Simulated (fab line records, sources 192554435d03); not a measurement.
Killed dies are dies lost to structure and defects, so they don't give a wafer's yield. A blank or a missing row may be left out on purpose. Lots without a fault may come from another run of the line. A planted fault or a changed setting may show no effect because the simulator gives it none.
Chamber matching | flow n5_finfet | N5_HKMG_FIN_ALD_75 on ald_hk-03: 4 sister chambers
The step deposits Al2O3, target thk 1 nm, co reactant pulse time 1 s. 8 wafers are shown with their chamber, then 11 later ones without.

WAFERS WITH THEIR CHAMBER
wafer  | chamber | heater_power_w (W) | precursor_pulse_height_rel
L083.1 | 3       | 206                | 0.966
L083.5 | 3       | 203                | 0.999
L084.6 | 0       | 162                | 1.018
L085.3 | 0       | 165                | 0.972
L085.6 | 2       | 174                | 1.012
L093.3 | 2       | 174                | 1.013
L093.5 | 1       | 116                | 1.006
L094.1 | 1       | 119                | 1.024

WAFERS WITHOUT THEIR CHAMBER
wafer  | heater_power_w (W) | precursor_pulse_height_rel
L094.2 | 201                | 0.966
L094.3 | 163                | 0.991
L094.4 | 172                | 0.989
L094.5 | 118                | 1.024
L094.6 | 176                | 0.973
L095.1 | 173                | 0.995
L095.5 | 172                | 1.011
L095.6 | 118                | 0.992
L097.1 | 173                | 0.974
L097.3 | 119                | 0.982
L097.5 | 163                | 1.012

WHICH CHAMBER EACH WENT THROUGH
wafer  | from the rows above | in truth
L094.2 | 3                   | 3
L094.3 | 0                   | 0
L094.4 | 2                   | 2
L094.5 | 1                   | 1
L094.6 | 2                   | 2
L095.1 | 2                   | 2
L095.5 | 2                   | 2
L095.6 | 1                   | 1
L097.1 | 2                   | 2
L097.3 | 1                   | 1
L097.5 | 0                   | 0
Placed correctly: 11 of 11. Can't be placed from these rows: 0. Placed wrongly: 0.
How it was worked out, from the rows above alone: a wafer's distance from a chamber is the root of the sum, over the readings, of the square of ((its reading less the chamber's mean) divided by the reading's scatter). The wafer belongs to the nearest chamber; if the next one is less than 2 further off, it can't be placed. A chamber's mean is the mean of its shown wafers. The scatter: the root of (the sum of the squares of (reading less its chamber's mean) over the shown wafers, divided by (wafers less chambers)).
